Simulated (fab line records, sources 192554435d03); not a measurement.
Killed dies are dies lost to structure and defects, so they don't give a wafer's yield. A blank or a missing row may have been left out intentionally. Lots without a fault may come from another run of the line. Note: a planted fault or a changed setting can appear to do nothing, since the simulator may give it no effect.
A single fault, viewed from 2 desks -- flow n5Finfet -- each desk has only its own numbers; what lay behind them comes last

## THE TOOL OWNER'S DESK: aldMetal-03
The tool's own readings at N5_BEOL_M5_ALD_86 (deposits TaN, pulse time 2 s, purge time 3 s, co reactant purge time 2 s): means of the sampled wafers that have a number, for each lot that ran on this tool. A lot is out of limits, marked OUT, if its mean lies more than 4 standard deviations from the usual mean; the brackets give that distance.
Columns: A = heaterPowerW at N5_BEOL_M5_ALD_86, usual 430 W; B = precursorVesselTempC at N5_BEOL_M5_ALD_86, usual 74.99 C
lot,first seen here,A,B
L873,day 10 00:05,424,74.98
L882,day 13 05:55,445,74.99
L886,day 14 13:20,473,75.03
L889,day 15 03:50,433,75.11
L887,day 15 14:13,443,75.01
This desk's verdict: no lot among the 5 shows anything out of limits.

## METROLOGY DESK
What the gauges read for every lot (on any tool): the sampled wafers with a number, averaged. A lot is out of limits, marked OUT, if its mean lies more than 4 standard deviations from the usual mean; the brackets give that distance. Of its 33 readings 7 are shown: the one that was out of limits first, and those that lie furthest out on some lot.
Columns: A = IOFF_N at N5_BEOL_M4_RC_MEAS_101, usual 0.16 nA/um; B = SS_N at N5_BEOL_M4_RC_MEAS_101, usual 71.7 mV/dec; C = COMB_M10 at N5_BEOL_M15_RC_MEAS_101, usual 1.5e-11 S/m; D = COMB_M5 at N5_BEOL_M15_RC_MEAS_101, usual 3.6e-11 S/m; E = COMB_M5_max_site at N5_BEOL_M15_RC_MEAS_101, usual 5.3e-11 S/m; F = COMB_M9 at N5_BEOL_M15_RC_MEAS_101, usual 1.4e-11 S/m; G = SERP_M12 at N5_BEOL_M15_RC_MEAS_101, usual 0.639 ohm/um
lot,first seen here,A,B,C,D,E,F,G
L873,day 9 17:12,0.17,71.3,1.5e-11,1.6e-10 (+15) OUT,1.8e-10 (+11) OUT,9.7e-12,0.653
L878,day 11 03:26,0.23,73.1,1.1e-11,4.3e-11,5.8e-11,2.0e-11,0.634
L882,day 12 21:29,0.16,71.9,1.3e-11,3.7e-11,5.9e-11,1.4e-11,0.607
L886,day 14 04:23,0.19,71.8,1.6e-11,3.5e-11,4.5e-11,1.5e-11,0.627
L888,day 14 04:40,0.21,73.0,1.7e-11,3.8e-11,5.1e-11,1.4e-11,0.642
L889,day 14 21:55,0.13,71.3,1.6e-11,3.5e-11,5.3e-11,1.3e-11,0.634
L887,day 15 06:28,0.14,70.9,2.1e-11,3.5e-11,5.7e-11,1.1e-11,0.649
This desk's finding: out of limits on L873; first on L873, day 13 01:58 (COMB_M5 at N5_BEOL_M15_RC_MEAS_101). L878, L882, L886, L888, L889, L887 stayed within limits.

## ALL TOGETHER
Metrology desk: alarm possible at day 13 01:58 on L873.
The desk of the tool owner found nothing out of limits.
On record at the tool owner's desk: L873, within its limits.
The lots listed all ran N5_BEOL_M5_ALD_86 on aldMetal-03.

## WHAT THE SIMULATOR HAD INSERTED
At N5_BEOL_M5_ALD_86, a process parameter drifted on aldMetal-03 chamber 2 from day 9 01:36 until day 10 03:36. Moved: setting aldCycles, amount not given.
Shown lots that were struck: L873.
Time in hours between the start of the fault and the first out-of-limits reading at each desk: metrology desk, 96.
